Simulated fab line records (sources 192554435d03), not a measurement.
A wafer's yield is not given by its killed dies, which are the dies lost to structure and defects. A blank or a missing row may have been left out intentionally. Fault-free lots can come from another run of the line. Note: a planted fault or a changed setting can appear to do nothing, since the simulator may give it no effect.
fab line records	flow n5_finfet
record lots=9	wafers=27	last_day=19
route steps=1938 shown HKMG_FIN@432 BEOL_M4@1111
lots with no fault: from the same line, run without faults
start_h: the number of hours between the record's first day and the start of the first shown wafer of the lot	wait_h: hours elapsed since this lot's preceding step	" as in the row above	L1.1+2: one row covering several wafers at once	- no value, or no start was given	* or withheld: withheld	< > ~ a bound
route shown NAME@n: names a module that has steps shown in the file, with the first one's number in the route	usual: average and standard deviation across the fault-free wafers	same: alike in all rows	chamber/n: place in a boat	sites: the reading at each site	_std_site: how widely they spread, as a standard deviation	_edge_site: inner sites' mean taken away from outer sites' mean	radius_mm: how far each site lies from the wafer's centre	mask NAME#n: copy n	behind: the most recent tool/chamber to have shaped the wafer	hold: why the lot went on hold/how many hours it stayed there/how the hold came to an end	device: names the non-switching transistor (n, p or np)	end of line: tests of these same wafers at the route's end	a step with no rows: only its recipe	killed: dies lost to structure and defects at the first sort, not the wafer's yield	map: the dies of a wafer, with x for killed, . for not killed, _ for no die there
set.NAME: the setting that was run; set.NAME@STEP: the one run at that earlier step	model.NAME: the simulator's own value behind a step, which no gauge read
route steps across a sampled set of lots; one table per step, one row per wafer
services: the hour from which a tool's chamber was out of use, counted from the record's first day as start_h (under 0 if before that day), plus the number of hours and why
## steps
# step N5_HKMG_FIN_INSPECT_14
# recipe mode=adi	inspect_instrument=macro
# usual raw_defect_count=1.9/1.3
lot.wafer	tool	chamber	start_h	wait_h	raw_defect_count
L548.1	defect_inspect-02	-	78.07	0.0	3
L548.3	"	-	"	"	1
L548.6	"	-	"	"	1
L550.1	defect_inspect-01	-	89.16	0.0	1
L550.4	"	-	"	"	0
L550.5	"	-	"	"	1
L553.1	defect_inspect-01	-	110.61	0.0	1
L553.4	"	-	"	"	1
L553.6	"	-	"	"	3
L560.1	defect_inspect-01	-	151.39	0.0	2
L560.5	"	-	"	"	1
L560.6	"	-	"	"	4
L561.1	defect_inspect-02	-	156.26	0.0	2
L561.2	"	-	"	"	1
L561.5	"	-	"	"	1
L563.2	defect_inspect-02	-	168.49	0.0	3
L563.3	"	-	"	"	1
L563.6	"	-	"	"	2
L564.3	defect_inspect-01	-	173.66	0.0	2
L564.4	"	-	"	"	1
L564.5	"	-	"	"	1
L569.2	defect_inspect-02	-	202.70	0.0	2
L569.5	"	-	"	"	2
L569.6	"	-	"	"	2
L571.2	defect_inspect-01	-	215.74	0.0	1
L571.3	"	-	"	"	2
L571.6	"	-	"	"	3
# step N5_HKMG_FIN_DESCUM_17
# recipe chemistry=O2	time_s=7.9	source_power_w=50	bias_power_w=20	pressure_mtorr=20	rf_frequency_hz=2.712e+07	temp_c=40	resist=CAR-ArF	o2_flow_sccm=225
# usual chamber_pressure_mTorr=20.004/0.018	drypump_motor_current_A=5.9/0.49	oes_product_au=0.77/0.1	rf_vpp_V=242.8/1.4	showerhead_plenum_p_Torr=2.07/0.065	temp_c=40.01/0.13	throttle_valve_pct=20.47/0.29
lot.wafer	tool	chamber	start_h	wait_h	chamber_pressure_mTorr	drypump_motor_current_A	oes_product_au	rf_hours_counter_h	rf_vpp_V	showerhead_plenum_p_Torr	temp_c	throttle_valve_pct
L548.1	rie_diel-01	1	78.10	0.0	19.985	5.8	0.67	248	240.8	2.05	40.04	20.85
L548.3	"	0	"	"	20.004	6.4	0.74	159	243.4	2.17	39.83	20.59
L548.6	"	2	"	"	19.991	6.5	0.80	-	242.1	2.03	40.26	20.89
L550.1	rie_diel-01	2	89.20	0.0	19.989	6.6	0.78	123	241.3	2.03	40.05	20.90
L550.4	"	2	"	"	20.016	6.5	0.79	-	242.0	2.03	40.13	20.89
L550.5	"	3	"	"	20.010	5.9	1.07	-	244.7	2.07	40.07	19.98
L553.1	rie_diel-01	3	110.65	0.0	19.990	5.9	1.01	9	242.2	2.06	39.90	20.01
L553.4	"	1	"	"	19.984	5.8	0.98	-	242.8	2.05	40.06	20.40
L553.6	"	3	"	"	20.024	5.9	1.00	-	243.1	2.06	39.96	19.99
L560.1	rie_diel-01	3	151.43	0.0	19.984	6.0	0.95	23	242.0	2.06	40.06	20.00
L560.5	"	3	"	"	20.035	6.0	0.95	-	243.3	2.06	40.12	20.03
L560.6	"	2	"	"	20.023	6.6	0.76	-	241.5	2.02	40.03	20.93
L561.1	rie_diel-01	2	156.29	0.0	19.985	6.6	0.76	148	243.0	2.02	39.94	20.93
L561.2	"	0	"	"	20.015	6.4	0.71	181	244.8	2.16	39.72	20.62
L561.5	"	3	"	"	20.013	5.9	0.94	-	241.4	2.06	39.81	20.01
L563.2	rie_diel-03	3	168.56	0.1	19.981	6.5	0.71	201	244.2	2.17	39.96	20.49
L563.3	"	2	"	"	20.023	5.3	0.78	116	242.5	2.03	39.96	20.09
L563.6	"	1	"	"	19.989	5.2	0.68	-	243.7	2.15	40.07	20.45
L564.3	rie_diel-03	3	173.69	0.0	19.974	6.5	0.72	203	243.8	2.17	39.98	20.50
L564.4	"	1	"	"	20.011	5.2	0.68	248	245.0	2.15	40.25	20.46
L564.5	"	2	"	"	20.002	5.3	0.77	-	241.6	2.02	40.14	20.10
L569.2	rie_diel-03	2	202.74	0.0	19.995	5.3	0.75	132	240.6	2.02	39.70	20.13
L569.5	"	2	"	"	19.990	5.3	0.76	-	242.4	2.02	39.74	20.13
L569.6	"	3	"	"	20.022	6.5	0.70	-	243.2	2.16	39.92	20.51
L571.2	rie_diel-04	3	216.14	0.4	19.989	5.2	0.68	249	241.5	1.97	39.85	20.34
L571.3	"	1	"	"	20.013	6.4	0.92	14	244.0	2.14	40.03	20.07
L571.6	"	2	"	"	20.008	5.6	0.70	-	241.6	2.01	39.98	20.81
# step N5_HKMG_FIN_ETCH_35
# recipe chemistry=N2/H2	target=SOC	target_depth_a=2158	ion_energy_ev=65	bias_w=5	source_w=3000	time_s=243.4	pressure_mtorr=30	n2_flow_sccm=200	h2_flow_sccm=200
# usual bias_w=5.003/0.014	chamber_pressure_mTorr=30.000/0.027	drypump_motor_current_A=5.9/0.49	oes_product_au=0.77/0.098	rf_vpp_V=141.3/1	showerhead_plenum_p_Torr=2.51/0.085	throttle_valve_pct=17.8/0.33
lot.wafer	tool	chamber	start_h	wait_h	bias_w	chamber_pressure_mTorr	drypump_motor_current_A	oes_product_au	rf_hours_counter_h	rf_vpp_V	showerhead_plenum_p_Torr	throttle_valve_pct
L548.1	rie_diel-01	1	78.40	0.0	4.999	29.955	5.8	0.67	248	143.5	2.50	18.2
L548.3	"	0	"	"	5.014	29.982	6.4	0.74	159	142.3	2.63	18.0
L548.6	"	2	"	"	4.976	30.020	6.6	0.78	-	140.3	2.45	18.3
L550.1	rie_diel-01	2	89.50	0.0	5.012	30.051	6.6	0.78	123	141.2	2.45	18.3
L550.4	"	2	"	"	5.007	29.977	6.6	0.77	-	140.9	2.45	18.3
L550.5	"	3	"	"	4.979	29.994	6.0	1.02	-	141.1	2.48	17.1
L553.1	rie_diel-01	3	110.95	0.0	5.006	29.963	6.0	0.98	9	140.5	2.47	17.2
L553.4	"	1	"	"	5.010	30.013	5.8	0.96	-	142.3	2.50	17.7
L553.6	"	3	"	"	5.034	29.978	6.0	0.99	-	141.0	2.47	17.2
L560.1	rie_diel-01	3	151.73	0.0	4.769	30.010	5.9	0.94	24	137.4	2.47	17.2
L560.5	"	3	"	"	4.774	29.997	5.9	0.94	-	136.5	2.47	17.2
L560.6	"	2	"	"	4.767	30.027	6.6	0.76	-	135.8	2.44	18.3
L561.1	rie_diel-01	2	156.59	0.0	4.751	30.030	6.6	0.74	148	135.8	2.44	18.3
L561.2	"	0	"	"	4.762	29.967	6.4	0.71	182	138.3	2.62	18.0
L561.5	"	3	"	"	4.759	29.977	5.9	0.92	-	135.8	2.47	17.2
L563.2	rie_diel-03	3	168.86	0.0	4.990	29.989	6.5	0.71	202	143.1	2.64	18.0
L563.3	"	2	"	"	4.994	30.034	5.3	0.77	116	140.6	2.45	17.5
L563.6	"	1	"	"	4.995	29.963	5.2	0.68	-	143.3	2.61	17.9
L564.3	rie_diel-03	3	173.99	0.0	5.002	29.988	6.5	0.71	203	141.1	2.63	18.0
L564.4	"	1	"	"	5.002	29.985	5.2	0.68	248	141.4	2.61	17.9
L564.5	"	2	"	"	4.999	30.013	5.3	0.78	-	141.3	2.45	17.5
L569.2	rie_diel-03	2	203.04	0.0	5.004	29.962	5.3	0.77	132	141.9	2.44	17.5
L569.5	"	2	"	"	5.012	29.972	5.3	0.77	-	141.9	2.44	17.6
L569.6	"	3	"	"	4.996	30.044	6.5	0.70	-	142.3	2.63	18.0
L571.2	rie_diel-04	3	216.45	0.0	5.005	29.945	5.2	0.68	250	141.9	2.39	17.7
L571.3	"	1	"	"	5.012	30.019	6.4	0.89	15	142.6	2.61	17.6
L571.6	"	2	"	"	4.999	30.002	5.6	0.70	-	140.1	2.42	18.1
# step N5_HKMG_FIN_STRIP_89
# recipe chemistry=N2/H2	material=SOC	time_s=20	power_w=500	temp_c=40	pressure_mtorr=50	rf_frequency_hz=6e+07	bias_power_w=8	h2_frac=0.5	n2_flow_sccm=300	h2_flow_sccm=300
# usual chamber_pressure_mTorr=49.99/0.045	drypump_motor_current_A=5.8/0.49	oes_product_au=0.76/0.092	rf_vpp_V=54.1/0.97	showerhead_plenum_p_Torr=3.32/0.11	temp_c=40.01/0.11	throttle_valve_pct=19.1/0.41
lot.wafer	tool	chamber	start_h	wait_h	chamber_pressure_mTorr	drypump_motor_current_A	oes_product_au	rf_hours_counter_h	rf_vpp_V	showerhead_plenum_p_Torr	temp_c	throttle_valve_pct
L548.1	rie_diel-04	0	79.58	0.0	50.04	6.0	0.79	99	53.6	3.39	40.06	19.6
L548.3	"	1	"	"	49.97	6.4	0.67	219	54.3	3.47	40.05	19.2
L548.6	"	3	"	"	49.97	5.2	0.71	-	55.3	3.19	40.00	18.6
L550.1	rie_diel-04	0	90.68	0.0	49.93	6.0	0.79	103	53.5	3.39	39.94	19.6
L550.4	"	3	"	"	49.91	5.2	0.71	201	54.7	3.19	40.12	18.6
L550.5	"	1	"	"	50.02	6.4	0.67	-	53.9	3.46	40.01	19.3
L553.1	rie_diel-01	2	112.09	0.0	50.05	6.6	0.76	133	54.1	3.23	40.08	19.9
L553.4	"	1	"	"	49.92	5.8	0.97	-	54.1	3.30	39.86	18.8
L553.6	"	2	"	"	50.00	6.6	0.77	-	54.2	3.24	39.97	19.8
L560.1	rie_diel-04	3	152.81	0.0	50.03	5.2	0.69	227	52.6	3.17	39.92	18.7
L560.5	"	0	"	"	49.96	6.0	0.76	-	53.7	3.37	39.95	19.6
L560.6	"	3	"	"	49.96	5.2	0.69	-	54.2	3.18	40.06	18.7
L561.1	rie_diel-04	3	157.67	0.0	50.00	5.2	0.69	229	53.6	3.17	40.03	18.7
L561.2	"	2	"	"	49.99	5.6	0.71	173	53.9	3.21	40.18	19.4
L561.5	"	3	"	"	50.05	5.2	0.69	-	54.8	3.17	40.03	18.7
L563.2	rie_diel-04	2	169.97	0.1	50.00	5.6	0.71	180	54.4	3.21	40.01	19.4
L563.3	"	2	"	"	49.96	5.6	0.70	-	53.7	3.21	39.72	19.4
L563.6	"	2	"	"	49.92	5.6	0.71	-	52.2	3.21	40.03	19.4
L564.3	rie_diel-04	3	175.07	0.0	49.90	5.2	0.68	235	54.9	3.17	39.97	18.7
L564.4	"	3	"	"	49.99	5.2	0.68	-	53.5	3.17	40.20	18.7
L564.5	"	0	"	"	50.04	6.0	0.76	-	52.4	3.37	40.02	19.6
L569.2	rie_diel-03	3	204.13	0.0	49.93	6.5	0.70	218	54.8	3.47	40.01	19.4
L569.5	"	0	"	"	49.99	5.6	0.67	-	53.8	3.21	39.88	19.2
L569.6	"	1	"	"	49.97	5.3	0.98	-	53.4	3.45	39.91	18.7
L571.2	rie_diel-03	0	217.66	0.0	50.00	5.6	0.66	242	55.3	3.20	40.14	19.2
L571.3	"	1	"	"	49.97	5.2	0.94	7	54.2	3.44	39.96	18.7
L571.6	"	1	"	"	49.94	5.2	0.95	-	54.5	3.44	39.92	18.7
# step N5_BEOL_M4_RC_MEAS_101
# usual DIBL_N=35.8/1.7	DIBL_P=35.3/2	IOFF_N=0.150/0.026	IOFF_P=0.194/0.029	ION_N=667/11	ION_P=456/7.1	SS_N=71.4/0.65	SS_P=73.1/0.64	VT_N=251/3	VT_P=-252/3.2
lot.wafer	tool	chamber	start_h	wait_h	DIBL_N[mV/V]	DIBL_P[mV/V]	IOFF_N[nA/um]	IOFF_P[nA/um]	ION_N[uA/um]	ION_P[uA/um]	SS_N[mV/dec]	SS_P[mV/dec]	VT_N[mV]	VT_P[mV]
L548.1	prober-01	0	209.88	0.0	36.5	36.8	0.156	0.193	678	461	72.2	73.0	253	-252
L548.3	"	0	"	"	32.5	32.0	0.103	0.136	649	447	70.9	71.8	258	-258
L548.6	"	0	"	"	35.6	36.5	0.150	0.190	675	466	71.2	74.1	250	-254
L550.1	prober-02	0	223.98	0.0	36.1	36.4	0.148	0.197	663	452	71.0	73.3	252	-252
L550.4	"	0	"	"	36.0	36.0	0.150	0.196	671	462	71.1	73.4	253	-255
L550.5	"	0	"	"	37.7	37.8	0.173	0.228	666	457	72.4	74.0	247	-250
L553.1	prober-02	0	248.07	0.0	33.9	32.9	0.125	0.150	669	448	71.4	72.4	255	-255
L553.4	"	0	"	"	31.8	31.0	0.097	0.135	644	443	69.8	72.2	256	-257
L553.6	"	0	"	"	34.2	33.7	0.125	0.157	662	453	71.0	72.5	253	-254
L561.1	prober-01	0	286.95	0.0	35.4	34.1	0.146	0.177	670	454	71.3	72.7	251	-253
L561.2	"	0	"	"	36.5	35.8	0.153	0.193	656	447	72.2	72.5	251	-252
L561.5	"	0	"	"	36.5	34.9	0.155	0.184	661	453	71.7	73.5	251	-252
L560.1	prober-02	0	307.71	0.4	36.6	34.3	0.161	0.192	668	456	72.1	74.2	251	-252
L560.5	"	0	"	"	35.7	35.7	0.151	0.210	677	458	72.2	73.4	249	-251
L560.6	"	0	"	"	35.0	32.6	0.134	0.162	659	449	71.6	72.8	253	-255
L564.3	prober-01	0	313.59	0.3	34.5	34.0	0.121	0.179	650	454	71.1	73.7	254	-250
L564.4	"	0	"	"	34.4	32.9	0.116	0.167	656	451	70.8	72.8	255	-255
L564.5	"	0	"	"	36.1	35.3	0.143	0.204	668	455	71.9	72.8	253	-251
L563.2	prober-02	0	313.86	0.2	36.2	37.5	0.165	0.234	667	458	71.4	74.2	244	-247
L563.3	"	0	"	"	37.0	36.5	0.162	0.206	678	464	71.6	73.9	249	-249
L563.6	"	0	"	"	35.2	35.8	0.137	0.201	659	459	71.2	73.3	250	-250
L569.2	prober-01	0	344.32	0.2	34.3	34.8	0.117	0.170	668	463	70.9	73.4	255	-253
L569.5	"	0	"	"	36.6	37.6	0.153	0.217	666	458	71.9	73.2	253	-251
L569.6	"	0	"	"	34.5	35.9	0.129	0.184	674	463	71.3	73.1	252	-253
L571.2	prober-02	0	349.58	0.2	36.4	37.8	0.167	0.192	676	457	71.4	73.8	247	-252
L571.3	"	0	"	"	32.1	30.6	0.103	0.114	649	443	70.6	71.6	255	-260
L571.6	"	0	"	"	38.1	38.0	0.195	0.186	674	452	72.7	73.5	247	-255
## services
tool	chamber	start_h	hours	kind
rie_diel-01	3	67.27	-	clean
rie_diel-01	3	67.27	-	consumable_replace:focus_ring
rie_diel-01	3	67.27	21.9	scheduled_down
rie_diel-01	3	67.27	21.9	vent_cycle
rie_diel-03	3	86.91	5.4	repair
rie_diel-01	1	89.16	-	clean
rie_diel-01	1	89.16	-	consumable_replace:focus_ring
rie_diel-01	1	89.16	14.5	scheduled_down
rie_diel-01	1	89.16	14.5	vent_cycle
rie_diel-01	0	100.51	13.7	repair
rie_diel-04	2	110.41	45.9	repair
rie_diel-04	-	115.75	0.4	repair
rie_diel-04	1	156.64	-	clean
rie_diel-04	1	156.64	-	consumable_replace:focus_ring
rie_diel-04	1	156.64	21.8	scheduled_down
rie_diel-04	1	156.64	21.8	vent_cycle
rie_diel-04	0	159.67	9.2	repair
rie_diel-04	3	166.89	6.3	repair
rie_diel-03	1	182.04	-	clean
rie_diel-03	1	182.04	-	consumable_replace:focus_ring
rie_diel-03	1	182.04	21.0	scheduled_down
rie_diel-03	1	182.04	21.0	vent_cycle
rie_diel-01	2	196.01	16.2	repair
rie_diel-04	3	217.41	-	clean
## key
first_sign step=N5_HKMG_FIN_ETCH_35	reading=bias_w	direction=down	sigmas=17	usual=*	struck=*
effect step=N5_HKMG_FIN_ETCH_35	reading=rf_vpp_V	direction=down	sigmas=4.4	usual=141.3	struck=136.6
met_at N5_HKMG_FIN_ETCH_35
struck_lots L560,L561
not_acting_at N5_HKMG_FIN_INSPECT_14,N5_HKMG_FIN_DESCUM_17,N5_HKMG_FIN_STRIP_89
onset_between 110.95 151.73
fault kind=process_parameter_drift	tool=rie_diel-01	chamber=-	onset_h=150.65	steps=N5_HKMG_FIN_ETCH_35	channel=bias_w	offset=*	shape=step	end_h=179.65	acts_in=*	stated=*
